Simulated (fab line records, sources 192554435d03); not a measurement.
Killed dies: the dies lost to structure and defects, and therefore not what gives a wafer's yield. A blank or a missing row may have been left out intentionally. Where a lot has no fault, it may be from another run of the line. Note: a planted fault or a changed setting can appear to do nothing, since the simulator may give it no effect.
Matching of chambers ; flow n5Finfet ; N5_BEOL_M9_ALD_74 on aldMetal-03: 4 sister chambers
The step deposits TaN, target thk 2 nm, pulse time 2 s, purge time 3 s. 8 wafers are shown with their chamber, then 10 later ones without.

EACH WAFER AND ITS CHAMBER
wafer;chamber;heaterPowerW (W)
L087.1;2;441
L087.2;1;425
L087.3;0;379
L087.4;3;413
L087.5;1;421
L087.6;2;439
L091.1;0;383
L091.2;3;408

WAFERS WITHOUT THEIR CHAMBER
wafer;heaterPowerW (W)
L091.3;427
L091.4;433
L091.5;414
L091.6;375
L092.4;430
L092.5;375
L092.6;406
L095.2;400
L095.3;427
L095.4;369

EACH ONE'S CHAMBER
wafer;from the rows above;in truth
L091.3;1;1
L091.4;can't be placed: 2 or 1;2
L091.5;can't be placed: 3 or 1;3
L091.6;0;0
L092.4;can't be placed: 1 or 2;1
L092.5;0;0
L092.6;3;3
L095.2;3;3
L095.3;1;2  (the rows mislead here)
L095.4;0;0
Correctly placed: 6 of 10. These rows do not allow placing 3 (true chamber among the candidates in 3). Placed wrongly: 1.
How it was worked out, from the rows above alone: a wafer's distance from a chamber is the root of the sum, over the readings, of the square of ((its reading less the chamber's mean) divided by the reading's scatter). If the next closest chamber is less than 2 further off than the closest, the wafer can't be placed; otherwise it belongs to the closest. Each chamber's mean is taken over the wafers shown for it. The scatter: the root of (the sum of the squares of (reading less its chamber's mean) over the shown wafers, divided by (wafers less chambers)).
